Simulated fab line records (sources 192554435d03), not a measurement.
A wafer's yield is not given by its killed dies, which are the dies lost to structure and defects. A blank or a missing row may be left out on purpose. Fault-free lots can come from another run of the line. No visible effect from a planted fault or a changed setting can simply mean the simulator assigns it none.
What tool caused it? -- flow n5-finfet -- 24 lots with 72 wafers sampled at 6 steps, on a route of 1938 steps

## WHAT THE GAUGES READ, wafer by wafer
No reading from a measuring or inspecting step in the record can be judged against a usual standard deviation.

## EACH LOT AND THE TOOL THAT RAN IT (in order: tool; ch and the chambers of the sampled wafers; start)
lot,N5_BEOL_M2_PRE_CLEAN_45,N5_BEOL_M2_SURFACE_TREAT_85,N5_BEOL_M2_ANNEAL_82,N5_BEOL_M2_SPUTTER_96,N5_BEOL_M2_ANNEAL_51,N5_BEOL_M3_ILD_DEP_00
L074,"pvd-sputter-01, day 6 18:56","pvd-sputter-03, day 6 19:14","pvd-sputter-02, day 6 21:35","pvd-sputter-02, day 6 22:49","rtp-anneal-01 ch 0, day 6 23:06","pecvd-03 ch 1,2, day 6 23:56"
L075,"pvd-sputter-01, day 6 23:35","pvd-sputter-03, day 6 23:56","pvd-sputter-03, day 7 02:20","pvd-sputter-03, day 7 03:34","rtp-anneal-01 ch 0, day 7 03:51","pecvd-02 ch 0,1, day 7 04:44"
L076,"pvd-sputter-01, day 7 07:21","pvd-sputter-03, day 7 07:50","pvd-sputter-03, day 7 08:53","pvd-sputter-03, day 7 10:07","rtp-anneal-02 ch 0, day 7 10:22","pecvd-02 ch 0,2, day 7 11:14"
L077,"pvd-sputter-03, day 7 07:24","pvd-sputter-03, day 7 07:53","pvd-sputter-01, day 7 09:45","pvd-sputter-01, day 7 10:59","rtp-anneal-01 ch 0, day 7 11:11","pecvd-03 ch 0,2, day 7 12:08"
L078,"pvd-sputter-03, day 7 14:23","pvd-sputter-02, day 7 14:45","pvd-sputter-02, day 7 15:40","pvd-sputter-02, day 7 16:55","rtp-anneal-02 ch 0, day 7 17:11","pecvd-03 ch 0,1,2, day 7 18:19"
L079,"pvd-sputter-01, day 7 21:47","pvd-sputter-01, day 7 22:10","pvd-sputter-02, day 7 22:59","pvd-sputter-02, day 8 00:13","rtp-anneal-01 ch 0, day 8 00:28","pecvd-01 ch 0,1, day 8 01:20"
L080,"pvd-sputter-01, day 8 10:26","pvd-sputter-02, day 8 10:53","pvd-sputter-01, day 8 11:43","pvd-sputter-01, day 8 13:01","rtp-anneal-02 ch 0, day 8 13:16","pecvd-01 ch 0,2, day 8 14:08"
L081,"pvd-sputter-01, day 8 10:44","pvd-sputter-01, day 8 11:05","pvd-sputter-03, day 8 13:02","pvd-sputter-03, day 8 14:17","rtp-anneal-01 ch 0, day 8 14:36","pecvd-01 ch 0,2, day 8 15:33"
L083,"pvd-sputter-02, day 8 22:40","pvd-sputter-02, day 8 23:02","pvd-sputter-03, day 8 23:46","pvd-sputter-03, day 9 01:01","rtp-anneal-02 ch 0, day 9 01:13","pecvd-02 ch 0,1,2, day 9 02:07"
L082,"pvd-sputter-02, day 8 22:45","pvd-sputter-03, day 8 23:03","pvd-sputter-02, day 9 00:01","pvd-sputter-02, day 9 01:15","rtp-anneal-01 ch 0, day 9 01:29","pecvd-01 ch 0,2, day 9 02:22"
L084,"pvd-sputter-03, day 9 03:23","pvd-sputter-02, day 9 04:02","pvd-sputter-02, day 9 04:50","pvd-sputter-02, day 9 06:04","rtp-anneal-01 ch 0, day 9 06:16","pecvd-01 ch 0,1, day 9 07:11"
L085,"pvd-sputter-03, day 9 10:12","pvd-sputter-03, day 9 10:38","pvd-sputter-02, day 9 11:23","pvd-sputter-02, day 9 12:37","rtp-anneal-02 ch 0, day 9 12:52","pecvd-03 ch 0,2, day 9 13:44"
L086,"pvd-sputter-03, day 9 21:33","pvd-sputter-02, day 9 21:50","pvd-sputter-03, day 9 22:40","pvd-sputter-03, day 9 23:55","rtp-anneal-02 ch 0, day 10 00:28","pecvd-01 ch 0,1,2, day 10 01:33"
L087,"pvd-sputter-01, day 10 05:16","pvd-sputter-02, day 10 05:34","pvd-sputter-02, day 10 06:20","pvd-sputter-02, day 10 07:34","rtp-anneal-01 ch 0, day 10 07:54","pecvd-02 ch 0,1,2, day 10 08:54"
L088,"pvd-sputter-01, day 10 08:21","pvd-sputter-02, day 10 08:50","pvd-sputter-02, day 10 09:42","pvd-sputter-02, day 10 10:56","rtp-anneal-01 ch 0, day 10 11:14","pecvd-02 ch 0,2, day 10 12:06"
L089,"pvd-sputter-03, day 10 15:58","pvd-sputter-03, day 10 18:01","pvd-sputter-03, day 10 19:16","pvd-sputter-03, day 10 20:30","rtp-anneal-01 ch 0, day 10 20:44","pecvd-01 ch 0,2, day 10 21:39"
L091,"pvd-sputter-01, day 10 22:20","pvd-sputter-01, day 10 22:45","pvd-sputter-01, day 10 23:29","pvd-sputter-01, day 11 00:44","rtp-anneal-01 ch 0, day 11 00:58","pecvd-01 ch 0,1,2, day 11 01:51"
L090,"pvd-sputter-03, day 10 23:03","pvd-sputter-02, day 10 23:21","pvd-sputter-02, day 11 00:05","pvd-sputter-02, day 11 01:20","rtp-anneal-02 ch 0, day 11 01:41","pecvd-01 ch 1,2, day 11 02:38"
L093,"pvd-sputter-01, day 11 14:49","pvd-sputter-03, day 11 15:11","pvd-sputter-03, day 11 15:58","pvd-sputter-03, day 11 17:12","rtp-anneal-01 ch 0, day 11 17:24","pecvd-03 ch 0,2, day 11 18:21"
L092,"pvd-sputter-01, day 11 15:58","pvd-sputter-01, day 11 16:26","pvd-sputter-01, day 11 17:19","pvd-sputter-01, day 11 18:34","rtp-anneal-02 ch 0, day 11 18:45","pecvd-01 ch 0,1, day 11 19:41"
L094,"pvd-sputter-03, day 11 18:23","pvd-sputter-01, day 11 18:43","pvd-sputter-03, day 11 19:31","pvd-sputter-03, day 11 20:46","rtp-anneal-01 ch 0, day 11 21:00","pecvd-01 ch 0,1,2, day 11 21:52"
L096,"pvd-sputter-03, day 12 04:04","pvd-sputter-03, day 12 04:26","pvd-sputter-02, day 12 05:18","pvd-sputter-02, day 12 06:32","rtp-anneal-02 ch 0, day 12 06:47","pecvd-02 ch 0,1,2, day 12 07:39"
L095,"pvd-sputter-01, day 12 04:11","pvd-sputter-02, day 12 04:29","pvd-sputter-03, day 12 05:14","pvd-sputter-03, day 12 06:28","rtp-anneal-01 ch 0, day 12 06:48","pecvd-01 ch 0,1,2, day 12 07:39"
L097,"pvd-sputter-02, day 12 13:20","pvd-sputter-02, day 12 13:41","pvd-sputter-02, day 12 14:29","pvd-sputter-02, day 12 15:44","rtp-anneal-02 ch 0, day 12 16:04","pecvd-03 ch 0,1,2, day 12 16:51"
- N5_BEOL_M2_PRE_CLEAN_45: time 30 s.
- N5_BEOL_M2_SURFACE_TREAT_85
- N5_BEOL_M2_ANNEAL_82: time 240 s.
- N5_BEOL_M2_SPUTTER_96: material Cu, target thk 4.5 nm, time 8.29 s.
- N5_BEOL_M2_ANNEAL_51: time 90 s.
- N5_BEOL_M3_ILD_DEP_00: deposits SiOC from DEMS/O2, target thk 79 nm, time 15.3 s.

## AS READ BY THE TOOLS THEMSELVES (means over the sampled wafers that have a number; for cases with no such wafer, the mark the record gives instead)
N5_BEOL_M2_PRE_CLEAN_45.
lot,tool,heater-power-w (W)
L074,pvd-sputter-01,353
L075,pvd-sputter-01,359
L076,pvd-sputter-01,345
L077,pvd-sputter-03,382
L078,pvd-sputter-03,409
L079,pvd-sputter-01,345
L080,pvd-sputter-01,351
L081,pvd-sputter-01,361
L083,pvd-sputter-02,323
L082,pvd-sputter-02,343
L084,pvd-sputter-03,397
L085,pvd-sputter-03,395
L086,pvd-sputter-03,348
L087,pvd-sputter-01,357
L088,pvd-sputter-01,344
L089,pvd-sputter-03,425
L091,pvd-sputter-01,329
L090,pvd-sputter-03,425
L093,pvd-sputter-01,355
L092,pvd-sputter-01,356
L094,pvd-sputter-03,395
L096,pvd-sputter-03,400
L095,pvd-sputter-01,356
L097,pvd-sputter-02,319

N5_BEOL_M2_ANNEAL_82.
lot,tool,heater-power-w (W)
L074,pvd-sputter-02,817
L075,pvd-sputter-03,866
L076,pvd-sputter-03,1047
L077,pvd-sputter-01,882
L078,pvd-sputter-02,860
L079,pvd-sputter-02,825
L080,pvd-sputter-01,861
L081,pvd-sputter-03,1010
L083,pvd-sputter-03,1021
L082,pvd-sputter-02,809
L084,pvd-sputter-02,770
L085,pvd-sputter-02,786
L086,pvd-sputter-03,947
L087,pvd-sputter-02,846
L088,pvd-sputter-02,795
L089,pvd-sputter-03,869
L091,pvd-sputter-01,918
L090,pvd-sputter-02,809
L093,pvd-sputter-03,1015
L092,pvd-sputter-01,858
L094,pvd-sputter-03,949
L096,pvd-sputter-02,790
L095,pvd-sputter-03,943
L097,pvd-sputter-02,834

N5_BEOL_M2_SPUTTER_96.
lot,tool,throttle-valve-pct (%)
L074,pvd-sputter-02,30.1
L075,pvd-sputter-03,29.3
L076,pvd-sputter-03,29.8
L077,pvd-sputter-01,30.4
L078,pvd-sputter-02,30.2
L079,pvd-sputter-02,29.6
L080,pvd-sputter-01,30.5
L081,pvd-sputter-03,29.8
L083,pvd-sputter-03,29.8
L082,pvd-sputter-02,30.0
L084,pvd-sputter-02,30.4
L085,pvd-sputter-02,30.1
L086,pvd-sputter-03,29.7
L087,pvd-sputter-02,29.6
L088,pvd-sputter-02,29.9
L089,pvd-sputter-03,29.4
L091,pvd-sputter-01,30.3
L090,pvd-sputter-02,30.4
L093,pvd-sputter-03,29.6
L092,pvd-sputter-01,30.5
L094,pvd-sputter-03,29.5
L096,pvd-sputter-02,29.7
L095,pvd-sputter-03,29.6
L097,pvd-sputter-02,29.2

N5_BEOL_M2_ANNEAL_51.
lot,tool,wafer_temp_C_max
L074,rtp-anneal-01,225.98
L075,rtp-anneal-01,225.94
L076,rtp-anneal-02,226.31
L077,rtp-anneal-01,226.29
L078,rtp-anneal-02,226.63
L079,rtp-anneal-01,226.38
L080,rtp-anneal-02,226.31
L081,rtp-anneal-01,225.95
L083,rtp-anneal-02,226.37
L082,rtp-anneal-01,225.84
L084,rtp-anneal-01,225.83
L085,rtp-anneal-02,226.23
L086,rtp-anneal-02,226.17
L087,rtp-anneal-01,225.89
L088,rtp-anneal-01,225.96
L089,rtp-anneal-01,225.86
L091,rtp-anneal-01,226.29
L090,rtp-anneal-02,226.46
L093,rtp-anneal-01,225.87
L092,rtp-anneal-02,226.37
L094,rtp-anneal-01,225.99
L096,rtp-anneal-02,226.34
L095,rtp-anneal-01,225.70
L097,rtp-anneal-02,226.45

N5_BEOL_M3_ILD_DEP_00.
lot,tool,heater-power-w (W),showerhead-plenum-p-Torr (Torr),throttle-valve-pct (%)
L074,pecvd-03,421,5.702,11.6
L075,pecvd-02,439,5.705,11.9
L076,pecvd-02,478,5.695,11.5
L077,pecvd-03,424,5.703,12.0
L078,pecvd-03,434,5.702,11.6
L079,pecvd-01,589,5.706,12.2
L080,pecvd-01,559,5.692,11.6
L081,pecvd-01,518,5.694,11.4
L083,pecvd-02,457,5.694,11.5
L082,pecvd-01,528,5.679,11.5
L084,pecvd-01,577,5.707,12.2
L085,pecvd-03,427,5.703,11.8
L086,pecvd-01,541,5.691,11.7
L087,pecvd-02,494,5.696,11.5
L088,pecvd-02,477,5.687,11.0
L089,pecvd-01,579,5.698,11.7
L091,pecvd-01,553,5.693,11.9
L090,pecvd-01,469,5.698,11.9
L093,pecvd-03,481,5.705,11.9
L092,pecvd-01,521,5.701,12.1
L094,pecvd-01,508,5.695,11.7
L096,pecvd-02,511,5.684,11.7
L095,pecvd-01,548,5.696,11.8
L097,pecvd-03,439,5.707,11.8

## THE ANSWER, worked out from the rows above alone
Rule: the usual values come from the lots themselves. The widest of any qualifying gaps counts: lots, ordered by their means at a reading, are off when they make up no more than a third of the lots, leave a main group of 4 or more, and stand apart from it by 3 or more times the standard deviation of that group's means. Not used: any main group whose means are identical at the precision the tables above print for the reading. Also off: a lot with no number at a reading for which 4 or more lots have one. Where the step has rows for the other lots, those lots are counted as sound. Order of review: gauges by route order, followed by the tools' own readings, for which a lot's mean as printed above is used. The first step at which some lot is off is used, and at that step the reading that is off furthest; a lot without a number counts as furthest.
Across all readings shown, no lot is off: no conclusion can be drawn from this.

## WHAT THE SIMULATOR HAD INSERTED
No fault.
